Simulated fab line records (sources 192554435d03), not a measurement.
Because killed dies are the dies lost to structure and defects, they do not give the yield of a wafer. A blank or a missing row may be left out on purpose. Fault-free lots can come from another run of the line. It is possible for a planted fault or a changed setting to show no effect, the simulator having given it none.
Lot-split experiment :: flow n5Finfet :: on a route of 1938 steps: 7 lots, 21 wafers read

== ON THE SPLIT ==
At N5_MOL_CONTACT_COAG_CONTACT_ETCH_14 (etches SiO2 in C4F6/O2, target depth 27.5 nm, overetch 8.5 nm, time 20 s), the setting sourceW was moved away from the recipe's 370 W on 6 of the 21 wafers read, by -16.2% to +17.5%. The other wafers ran this setting at the recipe's value.

The reading comes from the split's own step.

== THE READING ==
rfVppV, in V, at N5_MOL_CONTACT_COAG_CONTACT_ETCH_14 (etches SiO2 in C4F6/O2, target depth 27.5 nm, overetch 8.5 nm, time 20 s). Fault-free wafers of this fab line usually give 693 V, standard deviation 3.4 V.

wafer: L080.1
tool, chamber at the split: rieDiel-01, 3
sourceW as run, W: 370
against the recipe: recipe
rfVppV, V: 693
against lot-mates on the recipe: -

wafer: L080.2
tool, chamber at the split: rieDiel-01, 2
sourceW as run, W: 370
against the recipe: recipe
rfVppV, V: 686
against lot-mates on the recipe: -

wafer: L080.6
tool, chamber at the split: rieDiel-01, 0
sourceW as run, W: 370
against the recipe: recipe
rfVppV, V: 690
against lot-mates on the recipe: -

wafer: L081.2
tool, chamber at the split: rieDiel-01, 2
sourceW as run, W: 314.7
against the recipe: -14.9%
rfVppV, V: 722
against lot-mates on the recipe: +34

wafer: L081.5
tool, chamber at the split: rieDiel-01, 2
sourceW as run, W: 314.7
against the recipe: -14.9%
rfVppV, V: 722
against lot-mates on the recipe: +34

wafer: L081.6
tool, chamber at the split: rieDiel-01, 1
sourceW as run, W: 370
against the recipe: recipe
rfVppV, V: 688
against lot-mates on the recipe: -

wafer: L083.1
tool, chamber at the split: rieDiel-04, 2
sourceW as run, W: 370
against the recipe: recipe
rfVppV, V: 688
against lot-mates on the recipe: -

wafer: L083.2
tool, chamber at the split: rieDiel-04, 1
sourceW as run, W: 370
against the recipe: recipe
rfVppV, V: 693
against lot-mates on the recipe: -

wafer: L083.6
tool, chamber at the split: rieDiel-04, 0
sourceW as run, W: 433.6
against the recipe: +17.2%
rfVppV, V: 657
against lot-mates on the recipe: -34

wafer: L087.2
tool, chamber at the split: rieDiel-04, 1
sourceW as run, W: 370
against the recipe: recipe
rfVppV, V: 692
against lot-mates on the recipe: -

wafer: L087.5
tool, chamber at the split: rieDiel-04, 2
sourceW as run, W: 370
against the recipe: recipe
rfVppV, V: 690
against lot-mates on the recipe: -

wafer: L087.6
tool, chamber at the split: rieDiel-04, 3
sourceW as run, W: 370
against the recipe: recipe
rfVppV, V: 695
against lot-mates on the recipe: -

wafer: L089.1
tool, chamber at the split: rieDiel-04, 0
sourceW as run, W: 434.7
against the recipe: +17.5%
rfVppV, V: 655
against lot-mates on the recipe: -36

wafer: L089.3
tool, chamber at the split: rieDiel-04, 1
sourceW as run, W: 370
against the recipe: recipe
rfVppV, V: 692
against lot-mates on the recipe: -

wafer: L089.4
tool, chamber at the split: rieDiel-04, 2
sourceW as run, W: 370
against the recipe: recipe
rfVppV, V: 691
against lot-mates on the recipe: -

wafer: L092.1
tool, chamber at the split: rieDiel-03, 2
sourceW as run, W: 370
against the recipe: recipe
rfVppV, V: 693
against lot-mates on the recipe: -

wafer: L092.3
tool, chamber at the split: rieDiel-03, 3
sourceW as run, W: 339.6
against the recipe: -8.2%
rfVppV, V: 708
against lot-mates on the recipe: +12

wafer: L092.5
tool, chamber at the split: rieDiel-03, 0
sourceW as run, W: 370
against the recipe: recipe
rfVppV, V: 698
against lot-mates on the recipe: -

wafer: L096.1
tool, chamber at the split: rieDiel-01, 1
sourceW as run, W: 370
against the recipe: recipe
rfVppV, V: 687
against lot-mates on the recipe: -

wafer: L096.3
tool, chamber at the split: rieDiel-01, 3
sourceW as run, W: 310
against the recipe: -16.2%
rfVppV, V: 735
against lot-mates on the recipe: +42

wafer: L096.6
tool, chamber at the split: rieDiel-01, 2
sourceW as run, W: 370
against the recipe: recipe
rfVppV, V: 699
against lot-mates on the recipe: -

THE FIT
A straight line over all 21 wafers: rfVppV changes by -2.16 V for each +1% of sourceW; r = -0.98; the points scatter about the line by 3.8 V.
The same after taking each lot's own level away (the mean of its wafers on the recipe; 21 wafers): -2.18 V for each +1%; r = -0.98; scatter 3.5 V.
According to that fit, moving sourceW by its largest amount changes the reading by 38 V.
The lots' own levels span 688.0 to 695.5 V, that is 2.2 times the standard deviation above.
Hence the lot-to-lot level has little effect on the slope; both slopes agree.
Check: -38.2 V against its lot-mates is what the line predicts for one of the wafers moved furthest among these (+17.5%) when that wafer is left out of the fit. Against them it came out at -36.5 V.
Tool readings at the split's step, against how far the setting was moved: rfVppV r = -0.98.

== OTHER SPLITS ON THESE WAFERS ==
Before the reading, these wafers also passed through other splits. Each is held against what the fit with the lots' levels taken away leaves over:
other split on the same wafers: N5_HKMG_FIN_COAT_42 spinRpm
wafers away from the commonest value: 8
r with rfVppV (lot level and that fit taken away): -0.21

other split on the same wafers: N5_HKMG_FIN_ETCH_55 timeS
wafers away from the commonest value: 9
r with rfVppV (lot level and that fit taken away): -0.06

other split on the same wafers: N5_GATE_CUT_ALD_22 aldCycles
wafers away from the commonest value: 8
r with rfVppV (lot level and that fit taken away): -0.02

== THE FILE'S OWN FIT ==
rfVppV changes by -2.15 V for each +1% of sourceW, r = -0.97.
